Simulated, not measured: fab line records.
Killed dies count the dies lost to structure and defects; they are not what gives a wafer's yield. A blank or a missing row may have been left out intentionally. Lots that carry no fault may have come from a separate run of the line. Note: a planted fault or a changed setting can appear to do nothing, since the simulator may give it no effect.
Chamber matching :: flow n5 finfet :: 4 sister chambers for N5_PMOS_HMC_CHANNEL_EPI_DESCUM_14 on rie diel-06
The step chemistry O2, time 7.9 s. 4 wafers are shown with their chamber, then 12 later ones without.

## WAFERS PAIRED WITH THEIR CHAMBERS
wafer: L089.6
chamber: 0
drypump motor current A (A): 5.2

wafer: L091.1
chamber: 3
drypump motor current A (A): 6.2

wafer: L091.2
chamber: 2
drypump motor current A (A): 6.0

wafer: L091.4
chamber: 1
drypump motor current A (A): 5.7

## WAFERS WHOSE CHAMBER IS MISSING
wafer: L092.1
drypump motor current A (A): 5.2

wafer: L092.2
drypump motor current A (A): 5.7

wafer: L092.3
drypump motor current A (A): 6.0

wafer: L093.1
drypump motor current A (A): 5.7

wafer: L093.3
drypump motor current A (A): 6.2

wafer: L093.4
drypump motor current A (A): 5.2

wafer: L094.3
drypump motor current A (A): 5.7

wafer: L094.4
drypump motor current A (A): 6.1

wafer: L094.6
drypump motor current A (A): 5.2

wafer: L097.2
drypump motor current A (A): 6.2

wafer: L097.3
drypump motor current A (A): 5.7

wafer: L097.5
drypump motor current A (A): 6.2

## EACH ONE'S CHAMBER
wafer: L092.1
from the rows above: 0
in truth: 0

wafer: L092.2
from the rows above: 1
in truth: 1

wafer: L092.3
from the rows above: 2
in truth: 2

wafer: L093.1
from the rows above: 1
in truth: 1

wafer: L093.3
from the rows above: 3
in truth: 3

wafer: L093.4
from the rows above: 0
in truth: 0

wafer: L094.3
from the rows above: 1
in truth: 1

wafer: L094.4
from the rows above: can't be placed: 2 or 3
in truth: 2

wafer: L094.6
from the rows above: 0
in truth: 0

wafer: L097.2
from the rows above: 3
in truth: 3

wafer: L097.3
from the rows above: 1
in truth: 1

wafer: L097.5
from the rows above: 3
in truth: 3
11 of 12 placed correctly. From these rows, 1 cannot be placed; in 1 the true chamber is one of the candidates. Placed wrongly: 0.
How it was worked out, from the rows above alone: a wafer's distance from a chamber is the root of the sum, over the readings, of the square of ((its reading less the chamber's mean) divided by the reading's scatter). The wafer belongs to the nearest chamber; if the next one is less than 2 further off, it can't be placed. For every chamber, the mean is computed from those of its wafers that are shown. The scatter: with one shown wafer a chamber, the root of the mean of the squares of how far each hidden wafer lies from its nearest shown one.
